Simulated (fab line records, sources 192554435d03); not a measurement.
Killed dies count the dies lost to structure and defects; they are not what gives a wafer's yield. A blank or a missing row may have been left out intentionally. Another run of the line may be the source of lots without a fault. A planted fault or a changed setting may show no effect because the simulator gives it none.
fab line records	flow n5Finfet	part 1 of 2: steps 1 to 22 of 32
record lots=5	wafers=15	lastDay=17
route steps=1938 shown BEOL_M13@1684
lots that met no fault: from a run of the same line without faults
startH: start of the lot's first displayed wafer, in hours after the record's first day	waitH: hours since the lot's step before	" unchanged from the row above	L1.1+2: a row that stands for several wafers	- either no value or no given start	* or withheld: withheld	< > ~ a bound
route shown NAME@n: names a module that has steps shown in the file, with the first one's number in the route	usual: the fault-free wafers' mean and standard deviation	same: alike in all rows	chamber/n: place in a boat	sites: the reading at each site	_std_site: the standard deviation of these	_edge_site: the outer-site mean with the inner-site mean subtracted	radiusMm: how far each site lies from the wafer's centre	mask NAME#n: copy n	behind: the last tool/chamber to shape the wafer	hold: the reason the lot was held/the length of the hold in hours/how it ended	device: the transistor (n, p or np) that didn't switch	end of line: tests run on the same wafers once the route is complete	for a step that has no rows: nothing shown but its recipe	killed: at the first sort, the dies lost to defects and structure; wafer yield is something else	map: a wafer's dies, marking killed ones x, the rest . and places with no die _
set.NAME: the setting the step ran with; set.NAME@STEP: the setting that earlier step ran with	model.NAME: the simulator's own value behind a step, which no gauge read
a table for each step, a row for each wafer; lots at some steps of the route
services: the hour from which a tool's chamber was out of use, counted from the record's first day as startH (under 0 if before that day), plus the number of hours and why
## steps
# step N5_BEOL_M13_SOFTBAKE_23
# recipe tempC=130	timeS=60
# same timeS=60
lot.wafer	tool	chamber	startH	waitH
L076.2+3+6	lithoTrack-05	0	-	-
L080.3+4+5	lithoTrack-03	0	-	-
L085.1+3+6	lithoTrack-05	0	-	-
L093.3+4+6	lithoTrack-03	0	-	-
L094.1+4+6	lithoTrack-05	0	-	-
# step N5_BEOL_M13_EXPOSE_25
# recipe maskId=M13	na=0.93	sourceShape=conventional	sigmaOuter=0.4	polarization=unpolarized	targetCdNm=210	doseMj=22
# usual reticleTempC=22.99/0.096
lot.wafer	tool	chamber	startH	waitH	mask	reticleTempC
L076.2	krfScanner-01	0	268.54	-	M13#0	23.02
L076.3	"	0	"	"	M13#0	23.11
L076.6	"	0	"	"	M13#0	23.05
L080.3	krfScanner-02	0	273.09	-	M13#0	22.81
L080.4	"	0	"	"	M13#0	22.80
L080.5	"	0	"	"	M13#0	22.99
L085.1	krfScanner-02	0	309.25	-	M13#0	23.01
L085.3	"	0	"	"	M13#0	22.87
L085.6	"	0	"	"	M13#0	22.94
L093.3	krfScanner-01	0	360.93	-	M13#0	23.09
L093.4	"	0	"	"	M13#0	22.92
L093.6	"	0	"	"	M13#0	22.94
L094.1	krfScanner-02	0	361.08	-	M13#0	22.97
L094.4	"	0	"	"	M13#0	22.92
L094.6	"	0	"	"	M13#0	22.94
# step N5_BEOL_M13_PEB_26
# recipe pebTempC=130	pebTimeS=90
lot.wafer	tool	chamber	startH	waitH
L076.2+3+6	lithoTrack-05	0	268.59	0.0
L080.3+4+5	lithoTrack-05	0	273.14	0.0
L085.1+3+6	lithoTrack-05	0	309.31	0.1
L093.3+4+6	lithoTrack-03	0	360.97	0.0
L094.1+4+6	lithoTrack-05	0	361.13	0.1
# step N5_BEOL_M13_DEVELOP_27
# recipe developTimeS=45	rinseLiquid=diw	dry=airSpin	devTempC=21
lot.wafer	tool	chamber	startH	waitH
L076.2+3+6	lithoTrack-05	0	-	-
L080.3+4+5	lithoTrack-05	0	-	-
L085.1+3+6	lithoTrack-05	0	-	-
L093.3+4+6	lithoTrack-03	0	-	-
L094.1+4+6	lithoTrack-05	0	-	-
# step N5_BEOL_M13_HARDBAKE_32
# recipe tempC=130	timeS=120
# same timeS=120
lot.wafer	tool	chamber	startH	waitH
L076.2+3+6	lithoTrack-05	0	-	-
L080.3+4+5	lithoTrack-05	0	-	-
L085.1+3+6	lithoTrack-05	0	-	-
L093.3+4+6	lithoTrack-03	0	-	-
L094.1+4+6	lithoTrack-05	0	-	-
# step N5_BEOL_M13_CD_MEAS_28
# recipe targetCdNm=209.5	landingEnergyEv=500	detector=seInlens
# usual cdNm=209.8/0.9
lot.wafer	tool	chamber	startH	waitH	cdNm
L076.2	cdSem-03	0	268.70	-	209.6
L076.3	"	0	"	"	209.0
L076.6	"	0	"	"	208.9
L080.3	cdSem-02	0	273.26	-	209.9
L080.4	"	0	"	"	209.0
L080.5	"	0	"	"	208.7
L085.1	cdSem-01	0	309.42	-	209.2
L085.3	"	0	"	"	210.6
L085.6	"	0	"	"	209.4
L093.3	cdSem-02	0	361.09	-	210.2
L093.4	"	0	"	"	209.7
L093.6	"	0	"	"	209.6
L094.1	cdSem-03	0	361.25	-	210.6
L094.4	"	0	"	"	211.4
L094.6	"	0	"	"	210.6
# step N5_BEOL_M13_OVL_MEAS_29
# recipe pointsPerWafer=44
# usual M13_OVL=1/4.7
lot.wafer	tool	chamber	startH	waitH	M13_OVL[nm]
L076.2	overlay-01	0	268.73	0.0	4
L076.3	"	0	"	"	2
L076.6	"	0	"	"	12
L080.3	overlay-02	0	273.29	0.0	5
L080.4	"	0	"	"	5
L080.5	"	0	"	"	3
L085.1	overlay-02	0	309.45	0.0	3
L085.3	"	0	"	"	9
L085.6	"	0	"	"	4
L093.3	overlay-01	0	361.12	0.0	-9
L093.4	"	0	"	"	1
L093.6	"	0	"	"	-3
L094.1	overlay-02	0	361.28	0.0	0
L094.4	"	0	"	"	7
L094.6	"	0	"	"	-3
# step N5_BEOL_M13_INSPECT_30
# recipe mode=adi	inspectInstrument=macro
# usual rawDefectCount=2.0/1.4
lot.wafer	tool	chamber	startH	waitH	rawDefectCount
L076.2	defectInspect-01	-	268.76	0.0	5
L076.3	"	-	"	"	1
L076.6	"	-	"	"	3
L080.3	defectInspect-01	-	273.31	0.0	1
L080.4	"	-	"	"	3
L080.5	"	-	"	"	1
L085.1	defectInspect-01	-	309.48	0.0	2
L085.3	"	-	"	"	2
L085.6	"	-	"	"	1
L093.3	defectInspect-02	-	361.14	0.0	3
L093.4	"	-	"	"	1
L093.6	"	-	"	"	2
L094.1	defectInspect-01	-	361.30	0.0	2
L094.4	"	-	"	"	2
L094.6	"	-	"	"	2
# step N5_BEOL_M13_DESCUM_33
# recipe chemistry=O2	timeS=7.9	sourcePowerW=50	biasPowerW=20	pressureMtorr=20	rfFrequencyHz=2.712e+07	tempC=40	o2FlowSccm=225
# usual drypumpMotorCurrentA=5.7/0.52	oesProductAu=0.79/0.072	rfVppV=243.4/1.5	showerheadPlenumPTorr=2.11/0.075	throttleValvePct=20.46/0.2
# same timeS=7.9
lot.wafer	tool	chamber	startH	waitH	drypumpMotorCurrentA	oesProductAu	rfHoursCounterH	rfVppV	showerheadPlenumPTorr	throttleValvePct
L076.2	rieDiel-02	0	268.79	0.0	5.1	0.88	45	245.7	2.21	20.60
L076.3	"	3	"	"	6.6	0.89	38	244.3	2.14	20.23
L076.6	"	1	"	"	5.6	0.73	-	244.3	2.17	20.57
L080.3	rieDiel-06	3	273.34	0.0	6.5	0.80	105	241.5	2.03	20.51
L080.4	"	1	"	"	5.5	0.72	208	240.6	1.98	20.39
L080.5	"	1	"	"	5.5	0.72	-	242.0	1.98	20.39
L085.1	rieDiel-02	2	309.56	0.1	5.1	0.78	114	241.3	2.02	20.37
L085.3	"	3	"	"	6.6	0.87	50	244.4	2.14	20.25
L085.6	"	1	"	"	5.5	0.72	-	244.6	2.17	20.59
L093.3	rieDiel-05	3	361.18	0.0	5.7	0.86	44	244.8	2.22	20.37
L093.4	"	2	"	"	5.4	0.70	236	241.6	2.06	20.84
L093.6	"	1	"	"	5.8	0.70	-	244.0	2.15	20.70
L094.1	rieDiel-02	1	361.34	0.0	5.6	0.71	222	244.3	2.16	20.62
L094.4	"	0	"	"	5.1	0.83	-	244.3	2.20	20.66
L094.6	"	1	"	"	5.6	0.70	-	243.8	2.16	20.61
# step N5_BEOL_M13_ETCH_67
# recipe chemistry=CF4	target=SiARC	targetDepthA=1430	timeS=238.3	ionEnergyEv=80	pressureMtorr=40	sourceW=545	biasW=36	Ar_flow_sccm=100	cf4FlowSccm=100	ends=cleared
# usual drypumpMotorCurrentA=5.7/0.52	etchRfOnTimeS=238/3.9	mfcArSccm=99.99/0.29	oesProductAu=0.67/0.061	rfVppV=184.3/1.3	showerheadPlenumPTorr=2.16/0.075	throttleValvePct=15.63/0.24
lot.wafer	tool	chamber	startH	waitH	drypumpMotorCurrentA	etchRfOnTimeS	mfcArSccm	oesProductAu	rfHoursCounterH	rfVppV	showerheadPlenumPTorr	throttleValvePct
L076.2	rieDiel-02	0	268.83	0.0	5.1	234	99.49	0.74	45	185.6	2.27	15.79
L076.3	"	3	"	"	6.6	239	100.33	0.75	38	184.5	2.17	15.29
L076.6	"	1	"	"	5.5	244	100.19	0.61	-	184.4	2.21	15.72
L080.3	rieDiel-06	3	273.38	0.0	6.6	237	100.22	0.68	105	183.5	2.07	15.62
L080.4	"	1	"	"	5.5	243	100.11	0.61	208	181.9	2.04	15.67
L080.5	"	1	"	"	5.5	244	100.23	0.61	-	183.0	2.04	15.66
L085.1	rieDiel-02	2	309.59	0.0	5.1	240	99.75	0.66	114	182.8	2.07	15.54
L085.3	"	3	"	"	6.6	235	100.04	0.73	50	184.8	2.17	15.31
L085.6	"	1	"	"	5.6	241	99.53	0.61	-	185.2	2.20	15.75
L093.3	rieDiel-05	3	361.21	0.0	5.7	233	99.69	0.75	44	185.5	2.27	15.53
L093.4	"	2	"	"	5.4	235	99.94	0.60	236	182.3	2.11	16.06
L093.6	"	1	"	"	5.8	239	99.64	0.60	-	184.8	2.20	15.90
L094.1	rieDiel-02	1	361.37	0.0	5.6	242	100.44	0.60	222	184.6	2.20	15.77
L094.4	"	0	"	"	5.1	235	100.01	0.71	-	184.4	2.26	15.88
L094.6	"	1	"	"	5.5	244	100.15	0.59	-	186.2	2.20	15.79
# step N5_BEOL_M13_ETCH_68
# recipe chemistry=N2/H2	target=SOC	maskMaterial=SiARC	sourceW=3000	biasW=350	tempC=40	timeS=355	ionEnergyEv=200	pressureMtorr=30	n2FlowSccm=200	h2FlowSccm=200
# usual drypumpMotorCurrentA=5.7/0.53	h2FlowSccm=200.1/0.58	oesProductAu=0.79/0.07	rfVppV=524.4/2.6	showerheadPlenumPTorr=2.56/0.092	throttleValvePct=17.82/0.27
# same timeS=355
lot.wafer	tool	chamber	startH	waitH	drypumpMotorCurrentA	h2FlowSccm	oesProductAu	rfHoursCounterH	rfVppV	showerheadPlenumPTorr	throttleValvePct
L076.2	rieDiel-02	0	268.97	0.1	5.1	200.6	0.87	45	527.6	2.70	17.98
L076.3	"	3	"	"	6.6	200.9	0.87	38	526.0	2.58	17.40
L076.6	"	1	"	"	5.5	200.6	0.72	-	527.4	2.64	18.04
L080.3	rieDiel-06	3	273.52	0.1	6.6	200.8	0.80	105	520.9	2.46	17.76
L080.4	"	1	"	"	5.5	200.6	0.70	208	521.0	2.42	17.87
L080.5	"	1	"	"	5.5	200.2	0.71	-	519.8	2.42	17.88
L085.1	rieDiel-02	2	309.74	0.1	5.1	199.9	0.78	114	520.9	2.46	17.65
L085.3	"	3	"	"	6.6	200.8	0.86	50	525.5	2.58	17.41
L085.6	"	1	"	"	5.6	199.8	0.71	-	526.1	2.63	18.08
L093.3	rieDiel-05	3	361.36	0.1	5.8	199.6	0.87	44	528.8	2.69	17.75
L093.4	"	2	"	"	5.4	200.4	0.69	236	522.0	2.51	18.28
L093.6	"	1	"	"	5.8	200.2	0.71	-	527.2	2.62	18.18
L094.1	rieDiel-02	1	361.52	0.1	5.5	199.5	0.70	222	525.6	2.63	18.09
L094.4	"	0	"	"	5.1	199.5	0.83	-	526.3	2.69	18.04
L094.6	"	1	"	"	5.6	200.2	0.70	-	526.6	2.63	18.10
# step N5_BEOL_M13_STRIP_69
# recipe chemistry=N2/H2	tempC=40	n2FlowSccm=200	h2FlowSccm=200	rfFrequencyHz=6e+07
lot.wafer	tool	chamber	startH	waitH
L076.2+3+6	rieDiel-02	0,3,1	269.18	0.1
L080.3+4+5	rieDiel-06	3,1,1	273.74	0.1
L085.1+3+6	rieDiel-02	2,3,1	309.95	0.1
L093.3+4+6	rieDiel-05	3,2,1	361.57	0.1
L094.1+4+6	rieDiel-02	1,0,1	361.73	0.1
# step N5_BEOL_M13_TRENCH_ETCH_34
# recipe chemistry=C4F8/O2/Ar	target=SiOC	targetDepthA=4134.7	maskMaterial=SOC	pressureMtorr=30	sourceW=3000	biasW=700	Ar_flow_sccm=400	C4F8_flow_sccm=15	O2_flow_sccm=8	heInnerTorr=15	heOuterTorr=30	timeS=162.6	ionEnergyEv=250
# usual drypumpMotorCurrentA=5.7/0.52	mfcArSccm=400.1/1.2	oesProductAu=0.79/0.071	rfVppV=666/3.4	showerheadPlenumPTorr=3.44/0.12	throttleValvePct=24.22/0.24
# same timeS=162.6
lot.wafer	tool	chamber	startH	waitH	drypumpMotorCurrentA	mfcArSccm	oesProductAu	rfHoursCounterH	rfVppV	showerheadPlenumPTorr	throttleValvePct
L076.2	rieDiel-02	0	269.19	0.0	5.1	401.7	0.88	45	673	3.61	24.49
L076.3	"	3	"	"	6.6	401.5	0.88	38	667	3.47	23.89
L076.6	"	1	"	"	5.6	400.1	0.72	-	669	3.51	24.24
L080.3	rieDiel-06	3	273.75	0.0	6.5	399.6	0.81	105	661	3.30	24.20
L080.4	"	1	"	"	5.5	399.6	0.70	208	661	3.27	24.23
L080.5	"	1	"	"	5.5	399.2	0.71	-	660	3.27	24.23
L085.1	rieDiel-02	2	309.96	0.0	5.1	399.9	0.78	114	663	3.30	24.10
L085.3	"	3	"	"	6.6	401.4	0.86	51	667	3.47	23.92
L085.6	"	1	"	"	5.6	400.3	0.72	-	668	3.51	24.26
L093.3	rieDiel-05	3	361.58	0.0	5.7	399.2	0.87	45	671	3.61	24.17
L093.4	"	2	"	"	5.4	400.5	0.70	236	665	3.37	24.64
L093.6	"	1	"	"	5.9	402.3	0.71	-	668	3.51	24.47
L094.1	rieDiel-02	1	361.74	0.0	5.6	399.8	0.70	222	668	3.50	24.28
L094.4	"	0	"	"	5.1	399.5	0.83	-	670	3.60	24.54
L094.6	"	1	"	"	5.6	400.3	0.70	-	668	3.50	24.29
# step N5_BEOL_M13_STRIP_70
# recipe chemistry=C4F8/O2/Ar	resist=SiARC	rfFrequencyHz=6e+07
lot.wafer	tool	chamber	startH	waitH
L076.2+3+6	rieDiel-02	0,3,1	269.33	0.1
L080.3+4+5	rieDiel-06	3,1,1	273.88	0.1
L085.1+3+6	rieDiel-02	2,3,1	310.10	0.1
L093.3+4+6	rieDiel-05	3,2,1	361.71	0.1
L094.1+4+6	rieDiel-02	1,0,1	361.87	0.1
# step N5_BEOL_M13_OCD_MEAS_35
# usual trenchDepthNm=414/5.8
lot.wafer	tool	chamber	startH	waitH	trenchDepthNm
L076.2	ocd-01	-	269.37	0.0	422
L076.3	"	-	"	"	418
L076.6	"	-	"	"	408
L080.3	ocd-02	-	273.92	0.0	415
L080.4	"	-	"	"	407
L080.5	"	-	"	"	405
L085.1	ocd-02	-	310.14	0.0	414
L085.3	"	-	"	"	419
L085.6	"	-	"	"	413
L093.3	ocd-02	-	361.76	0.0	421
L093.4	"	-	"	"	411
L093.6	"	-	"	"	406
L094.1	ocd-01	-	361.91	0.0	406
L094.4	"	-	"	"	416
L094.6	"	-	"	"	409
# step N5_BEOL_M13_STRIP_37
# recipe chemistry=N2/H2	powerW=1000	tempC=250	h2Frac=0.65	overashFraction=0.3	pressureMtorr=withheld	n2FlowSccm=1750	h2FlowSccm=3250
# usual drypumpMotorCurrentA=5.83/0.046	h2FlowSccm=3248/9.6	heaterPowerW=350/37	oesProductAu=0.783/0.01
lot.wafer	tool	chamber	startH	waitH	drypumpMotorCurrentA	h2FlowSccm	heaterPowerW	oesProductAu	rfHoursCounterH
L076.2	plasmaAsher-01	0	269.41	0.0	5.84	3238	354	0.780	126
L076.3	"	1	"	"	5.83	3226	310	0.783	-
L076.6	"	1	"	"	5.79	3229	305	0.790	-
L080.3	plasmaAsher-02	1	273.98	0.1	5.76	3231	329	0.786	-
L080.4	"	0	"	"	5.93	3249	411	0.782	-
L080.5	"	0	"	"	5.84	3249	407	0.776	-
L085.1	plasmaAsher-02	1	310.18	0.0	5.81	3239	335	0.777	79
L085.3	"	0	"	"	5.89	3264	412	0.773	-
L085.6	"	0	"	"	5.89	3251	415	0.800	-
L093.3	plasmaAsher-02	0	361.81	0.1	5.92	3246	410	0.791	-
L093.4	"	1	"	"	5.79	3254	330	0.790	-
L093.6	"	0	"	"	5.96	3257	404	0.799	-
L094.1	plasmaAsher-01	0	361.95	0.0	5.82	3233	363	0.774	142
L094.4	"	1	"	"	5.82	3244	306	0.780	-
L094.6	"	0	"	"	5.84	3240	355	0.785	-
# step N5_BEOL_M13_ETCH_38
# recipe chemistry=CF4/N2	target=SiCN	targetDepthA=675	taperDeg=2	timeS=71.9	ionEnergyEv=150	maskMaterial=SiO2	pressureMtorr=40	sourceW=430	biasW=70	Ar_flow_sccm=100	cf4FlowSccm=60	n2FlowSccm=60
# usual drypumpMotorCurrentA=5.7/0.51	mfcArSccm=100.02/0.3	oesProductAu=0.79/0.07	rfVppV=382.7/2	showerheadPlenumPTorr=2.22/0.075	throttleValvePct=15.46/0.25
# same timeS=71.9
lot.wafer	tool	chamber	startH	waitH	drypumpMotorCurrentA	mfcArSccm	oesProductAu	rfHoursCounterH	rfVppV	showerheadPlenumPTorr	throttleValvePct
L076.2	rieDiel-06	3	270.32	-	6.5	99.93	0.80	104	380.2	2.14	15.46
L076.3	"	1	"	"	5.5	100.09	0.71	207	380.2	2.10	15.51
L076.6	"	0	"	"	5.7	100.59	0.82	-	383.7	2.24	15.16
L080.3	rieDiel-02	0	274.04	-	5.1	100.29	0.87	47	384.3	2.34	15.64
L080.4	"	3	"	"	6.6	100.06	0.88	40	382.4	2.24	15.12
L080.5	"	3	"	"	6.6	99.66	0.88	-	383.2	2.24	15.13
L085.1	rieDiel-02	1	313.02	-	5.6	99.88	0.72	203	385.4	2.27	15.58
L085.3	"	3	"	"	6.6	100.01	0.85	52	382.5	2.24	15.14
L085.6	"	2	"	"	5.1	99.99	0.77	-	380.5	2.13	15.36
L093.3	rieDiel-05	1	362.44	-	5.9	99.96	0.70	235	383.8	2.27	15.71
L093.4	"	0	"	"	5.7	99.65	0.87	56	380.6	2.15	15.09
L093.6	"	0	"	"	5.7	100.18	0.86	-	380.2	2.15	15.09
L094.1	rieDiel-02	1	362.46	-	5.6	100.36	0.69	222	382.6	2.27	15.64
L094.4	"	1	"	"	5.6	99.90	0.69	-	383.2	2.27	15.62
L094.6	"	3	"	"	6.6	99.64	0.82	-	383.0	2.23	15.18
# step N5_BEOL_M13_PRECLEAN_39
# recipe chemistry=residueRemover	timeS=60	tempC=40
# same timeS=60
lot.wafer	tool	chamber	startH	waitH
L076.2+3+6	wetBench-02	0,7,4	270.45	0.1
L080.3+4+5	wetBench-05	3,4,6	274.17	0.1
L085.1+3+6	wetBench-02	6,4,3	313.15	0.1
L093.3+4+6	wetBench-03	0,2,3	362.58	0.1
L094.1+4+6	wetBench-05	4,3,1	362.59	0.1
# step N5_BEOL_M13_SRD_40
# recipe timeS=30	tempC=23	rinseLiquid=diw	dry=n2Spin	spinRpm=1500	dryTimeS=30
# same timeS=30
lot.wafer	tool	chamber	startH	waitH
L076.2+3+6	wetBench-02	0,7,4	270.47	0.0
L080.3+4+5	wetBench-05	3,4,6	274.19	0.0
L085.1+3+6	wetBench-02	6,4,3	313.17	0.0
L093.3+4+6	wetBench-03	0,2,3	362.60	0.0
L094.1+4+6	wetBench-05	4,3,1	362.61	0.0
# step N5_BEOL_M13_DEGAS_41
# recipe ambient=vacuum	tempC=250	timeS=60
# usual heaterPowerW=323/28
# same timeS=60
lot.wafer	tool	chamber	startH	waitH	heaterPowerW
L076.2	pvdSputter-01	-	270.88	0.4	314
L076.3	"	-	"	"	360
L076.6	"	-	"	"	323
L080.3	pvdSputter-03	-	274.26	0.0	328
L080.4	"	-	"	"	282
L080.5	"	-	"	"	344
L085.1	pvdSputter-02	-	313.78	0.6	343
L085.3	"	-	"	"	347
L085.6	"	-	"	"	341
L093.3	pvdSputter-02	-	362.74	0.1	323
L093.4	"	-	"	"	328
L093.6	"	-	"	"	338
L094.1	pvdSputter-01	-	362.78	0.2	320
L094.4	"	-	"	"	255
L094.6	"	-	"	"	357
# step N5_BEOL_M13_PRE_CLEAN_42
# recipe gas=H2/He	timeS=30	tempC=250
# usual heaterPowerW=323/26
# same timeS=30
lot.wafer	tool	chamber	startH	waitH	heaterPowerW
L076.2	pvdSputter-01	-	270.92	0.0	334
L076.3	"	-	"	"	359
L076.6	"	-	"	"	316
L080.3	pvdSputter-03	-	274.30	0.0	316
L080.4	"	-	"	"	278
L080.5	"	-	"	"	336
L085.1	pvdSputter-02	-	313.82	0.0	344
L085.3	"	-	"	"	355
L085.6	"	-	"	"	341
L093.3	pvdSputter-02	-	362.78	0.0	328
L093.4	"	-	"	"	342
L093.6	"	-	"	"	349
L094.1	pvdSputter-01	-	362.82	0.0	323
L094.4	"	-	"	"	265
L094.6	"	-	"	"	352
# step N5_BEOL_M13_SPUTTER_43
# recipe material=TaN	targetThkA=150	tempC=50	biasV=168.6	powerW=15000	chamberPressurePa=0.12	timeS=24.19
# usual throttleValvePct=29.8/1
# same timeS=24.19
lot.wafer	tool	chamber	startH	waitH	throttleValvePct
L076.2	pvdSputter-01	-	270.96	0.0	31.1
L076.3	"	-	"	"	31.0
L076.6	"	-	"	"	28.7
L080.3	pvdSputter-03	-	274.34	0.0	29.2
L080.4	"	-	"	"	30.0
L080.5	"	-	"	"	31.3
L085.1	pvdSputter-02	-	313.86	0.0	30.4
L085.3	"	-	"	"	28.3
L085.6	"	-	"	"	30.3
L093.3	pvdSputter-02	-	362.82	0.0	29.3
L093.4	"	-	"	"	30.6
L093.6	"	-	"	"	28.5
L094.1	pvdSputter-01	-	362.86	0.0	28.7
L094.4	"	-	"	"	30.0
L094.6	"	-	"	"	30.7
